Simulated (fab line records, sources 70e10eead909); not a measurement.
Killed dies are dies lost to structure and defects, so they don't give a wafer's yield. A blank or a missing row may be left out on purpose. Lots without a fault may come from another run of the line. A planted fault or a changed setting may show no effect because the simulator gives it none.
fab line records | flow nand_harc
record lots=15 wafers=43 last_day=33
route steps=1302 shown P_GATE@216 P_CONTACT@217
lots that met no fault: from a run of the same line without faults
start_h: hours from the record's first day to the start of the lot's first wafer shown | wait_h: hours since the lot's step before | " the same as in the row above | L1.1+2: a row that stands for several wafers | - no value, or no start given | * or withheld: withheld | < > ~ a bound
route shown NAME@n: a module of which the file shows steps, and the number in the route of the first | usual: mean/standard deviation of fault-free wafers | same: alike in all rows | chamber/n: place in a boat | sites: the reading at each site | _std_site: their standard deviation | _edge_site: outer sites' mean less inner sites' | radius_mm: how far each site lies from the wafer's centre | mask NAME#n: copy n | behind: the tool/chamber that last shaped the wafer | hold: why the lot was held/for how many hours/how that ended | device: the transistor (n, p or np) that didn't switch | end of line: the same wafers' tests at the end of the route | a step without rows: its recipe alone | killed: dies lost to structure and defects at the first sort, not the wafer's yield | map: a wafer's dies, x killed, . not, _ none there
set.NAME: the setting as run; set.NAME@STEP: as run at that earlier step | model.NAME: the simulator's own value behind a step, which no gauge read
steps of the route over a sample of lots; a table a step, a row a wafer
services: from which hour (start_h, from the record's first day; less than 0 if before it) a tool's chamber was out of use, for how many hours, and why
## steps
# step NHARC_P_GATE_INSPECT_68
# usual raw_defect_count=201/82
# columns lot.wafer tool chamber start_h wait_h raw_defect_count
L632.2 defect_inspect-01 - 121.59 0.1 134
L632.4 " - " " 167
L632.6 " - " " 110
L634.1 defect_inspect-01 - 149.37 0.2 254
L634.5 " - " " 243
L634.6 " - " " 234
L635.1 defect_inspect-01 - 156.15 0.2 131
L635.3 " - " " 218
L635.5 " - " " 246
L637.4 defect_inspect-01 - 179.51 0.1 174
L637.5 " - " " 202
L637.6 " - " " 365
L638.1 defect_inspect-01 - 195.80 0.2 176
L638.4 " - " " 240
L638.5 " - " " 153
L639.1 defect_inspect-02 - 200.25 0.2 218
L639.4 " - " " 158
L639.5 " - " " 309
L640.2 defect_inspect-02 - 209.69 0.1 123
L640.3 " - " " 103
L640.6 " - " " 124
L641.1 defect_inspect-02 - 227.12 0.2 155
L641.5 " - " " 222
L641.6 " - " " 181
L642.2 defect_inspect-01 - 229.77 0.1 130
L642.3 " - " " 135
L642.6 " - " " 117
L643.5 defect_inspect-02 - 241.53 0.1 114
L643.6 " - " " 147
L646.2 defect_inspect-02 - 257.89 0.1 389
L646.4 " - " " 376
L646.5 " - " " 366
L647.2 defect_inspect-02 - 279.64 0.1 250
L647.6 " - " " 112
L652.3 defect_inspect-02 - 331.29 0.1 92
L652.4 " - " " 146
L652.5 " - " " 157
L653.2 defect_inspect-02 - 341.17 0.1 320
L653.3 " - " " 146
L653.5 " - " " 227
L654.2 defect_inspect-02 - 342.13 0.1 231
L654.3 " - " " 227
L654.5 " - " " 359
# step NHARC_P_CONTACT_DEP_30
# recipe target_thk_a=300 temp_c=400 target_thk_nm=30 flow_sccm=200 rf_w=450 material=SiNx
# usual heater_power_w=738/98
# columns lot.wafer tool chamber start_h wait_h heater_power_w
L632.2 pecvd-02 1 121.74 0.1 894
L632.6 " 0 " " 659
L632.4 " 1 " " 920
L634.1 pecvd-01 0 149.48 0.1 629
L634.5 " 0 " " 639
L634.6 " 1 " " 651
L635.1 pecvd-02 2 156.21 0.1 739
L635.3 " 1 " " 855
L635.5 " 0 " " 668
L637.4 pecvd-02 0 179.69 0.2 611
L637.5 " 0 " " 597
L637.6 " 2 " " 777
L638.1 pecvd-01 1 195.91 0.1 666
L638.4 " 0 " " 663
L638.5 " 1 " " 657
L639.1 pecvd-03 1 200.36 0.1 720
L639.5 " 1 " " 743
L639.4 " 2 " " 608
L640.3 pecvd-03 0 209.76 0.1 729
L640.2 " 2 " " 732
L640.6 " 2 " " 731
L641.1 pecvd-01 2 227.68 0.6 771
L641.5 " 1 " " 594
L641.6 " 0 " " 782
L642.2 pecvd-03 2 229.83 0.1 700
L642.3 " 1 " " 761
L642.6 " 2 " " 691
L643.6 pecvd-02 0 241.75 0.2 695
L643.5 " 1 " " 821
L646.2 pecvd-03 2 258.03 0.1 688
L646.4 " 0 " " 764
L646.5 " 2 " " 700
L647.2 pecvd-01 2 279.77 0.1 908
L647.6 " 1 " " 652
L652.3 pecvd-03 0 331.44 0.1 715
L652.4 " 2 " " 731
L652.5 " 0 " " 697
L653.3 pecvd-02 1 341.24 0.1 944
L653.2 " 0 " " 641
L653.5 " 1 " " 990
L654.3 pecvd-03 0 342.23 0.1 779
L654.2 " 1 " " 780
L654.5 " 1 " " 801
# step NHARC_P_CONTACT_SOFTBAKE_07
# recipe temp_c=105 time_s=55
# usual heater_power_total_W=188.45/0.13
# columns lot.wafer tool chamber start_h wait_h heater_power_total_W
L632.2 litho_track-06 0 122 - 188.64
L632.4 " 0 " " 188.49
L632.6 " 0 " " 188.44
L634.1 litho_track-06 0 150 - 188.48
L634.5 " 0 " " 188.34
L634.6 " 0 " " 188.30
L635.1 litho_track-04 0 157 - 188.38
L635.3 " 0 " " 188.59
L635.5 " 0 " " 188.36
L637.4 litho_track-04 0 180 - 188.25
L637.5 " 0 " " 188.35
L637.6 " 0 " " 188.37
L638.1 litho_track-06 0 196 - 188.77
L638.4 " 0 " " 188.51
L638.5 " 0 " " 188.44
L639.1 litho_track-04 0 201 - 188.30
L639.4 " 0 " " 188.52
L639.5 " 0 " " 188.43
L640.2 litho_track-06 0 210 - 188.54
L640.3 " 0 " " 188.28
L640.6 " 0 " " 188.30
L641.1 litho_track-06 0 228 - 188.44
L641.5 " 0 " " 188.78
L641.6 " 0 " " 188.49
L642.2 litho_track-04 0 230 - 188.31
L642.3 " 0 " " 188.46
L642.6 " 0 " " 188.46
L643.5 litho_track-06 0 242 - 188.32
L643.6 " 0 " " 322.95
L646.2 litho_track-06 0 259 - 322.97
L646.4 " 0 " " 188.48
L646.5 " 0 " " 188.32
L647.2 litho_track-06 0 281 - 323.37
L647.6 " 0 " " 323.05
L652.3 litho_track-04 0 332 - 188.55
L652.4 " 0 " " 188.47
L652.5 " 0 " " 188.36
L653.2 litho_track-01 0 342 - 188.43
L653.3 " 0 " " 188.30
L653.5 " 0 " " 188.51
L654.2 litho_track-06 0 343 - 188.34
L654.3 " 0 " " 188.32
L654.5 " 0 " " 188.33
# step NHARC_P_CONTACT_CD_MEAS_12
# recipe target_cd_nm=90 landing_energy_ev=500
# usual cd_nm=90.1/0.61
# columns lot.wafer tool chamber start_h wait_h cd_nm
L632.2 cd_sem-01 0 123.22 - 89.6
L632.4 " 0 " " 89.5
L632.6 " 0 " " 91.1
L634.1 cd_sem-03 0 150.86 - 89.0
L634.5 " 0 " " 89.7
L634.6 " 0 " " 90.0
L635.1 cd_sem-01 0 157.63 - 90.9
L635.3 " 0 " " 90.6
L635.5 " 0 " " 90.8
L637.4 cd_sem-01 0 181.37 - 91.0
L637.5 " 0 " " 90.5
L637.6 " 0 " " 89.8
L638.1 cd_sem-02 0 197.29 - 91.3
L638.4 " 0 " " 91.2
L638.5 " 0 " " 90.7
L639.1 cd_sem-02 0 201.86 - 90.9
L639.4 " 0 " " 90.2
L639.5 " 0 " " 91.1
L640.2 cd_sem-01 0 211.31 - 90.0
L640.3 " 0 " " 90.0
L640.6 " 0 " " 89.4
L641.1 cd_sem-01 0 229.19 - 90.0
L641.5 " 0 " " 90.3
L641.6 " 0 " " 90.3
L642.2 cd_sem-01 0 231.27 - 89.8
L642.3 " 0 " " 89.5
L642.6 " 0 " " 90.5
L643.5 cd_sem-03 0 243.14 - 90.2
L643.6 " 0 " " 90.7
L646.2 cd_sem-02 0 259.50 - 91.3
L646.4 " 0 " " 90.7
L646.5 " 0 " " 90.4
L647.2 cd_sem-02 0 281.49 - 91.2
L647.6 " 0 " " 90.9
L652.3 cd_sem-03 0 332.91 - 89.8
L652.4 " 0 " " 90.5
L652.5 " 0 " " 90.0
L653.2 cd_sem-02 0 342.78 - 90.0
L653.3 " 0 " " 89.3
L653.5 " 0 " " 89.0
L654.2 cd_sem-02 0 343.75 - 90.4
L654.3 " 0 " " 90.0
L654.5 " 0 " " 89.6
## services
# columns tool chamber start_h hours kind
pecvd-01 1 98.46 3.7 repair
pecvd-01 - 130.04 13.0 pm
litho_track-01 - 155.00 7.0 pm
pecvd-02 1 176.22 12.1 repair
litho_track-06 - 179.00 7.0 pm
pecvd-03 - 185.00 13.0 pm
pecvd-03 0 185.00 13.0 vent_cycle
pecvd-03 1 185.00 13.0 vent_cycle
pecvd-03 2 185.00 13.0 vent_cycle
pecvd-03 0 198.00 - clean
pecvd-03 1 198.00 - clean
pecvd-03 2 198.00 - clean
litho_track-04 - 203.00 7.0 pm
pecvd-01 - 216.12 1.3 repair
pecvd-02 - 227.41 13.0 pm
pecvd-02 0 227.41 13.0 vent_cycle
pecvd-02 1 227.41 13.0 vent_cycle
pecvd-03 1 230.68 21.7 repair
pecvd-03 2 237.38 6.5 repair
pecvd-01 0 259.65 29.5 repair
pecvd-01 - 311.25 13.0 pm
pecvd-02 1 314.16 11.0 repair
pecvd-02 0 322.43 4.2 repair
litho_track-01 - 330.01 7.0 pm
## key
first_sign step=NHARC_P_CONTACT_SOFTBAKE_07 reading=heater_power_total_W direction=up sigmas=99+ usual=* struck=*
effect none on later readings
met_at NHARC_P_CONTACT_SOFTBAKE_07
struck_lots L643,L646,L647
struck_wafers L643.6,L646.2,L647.2,L647.6
tester_left_out L643,L646,L647
not_acting_at NHARC_P_GATE_INSPECT_68,NHARC_P_CONTACT_DEP_30,NHARC_P_CONTACT_CD_MEAS_12
onset_between 228 242
fault kind=process_parameter_drift tool=litho_track-06 chamber=- onset_h=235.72 steps=NHARC_P_CONTACT_SOFTBAKE_07 channel=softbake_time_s offset=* shape=step end_h=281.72 scope=struck_wafers_only acts_in=* stated=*
# tester_left_out: of these lots the tester's yield and bins aren't shown, on N5 and GAA mostly nor the transistor test; their killed dies are dies lost to structure and defects alone, not to doping, threshold or leakage, so they don't give the yield
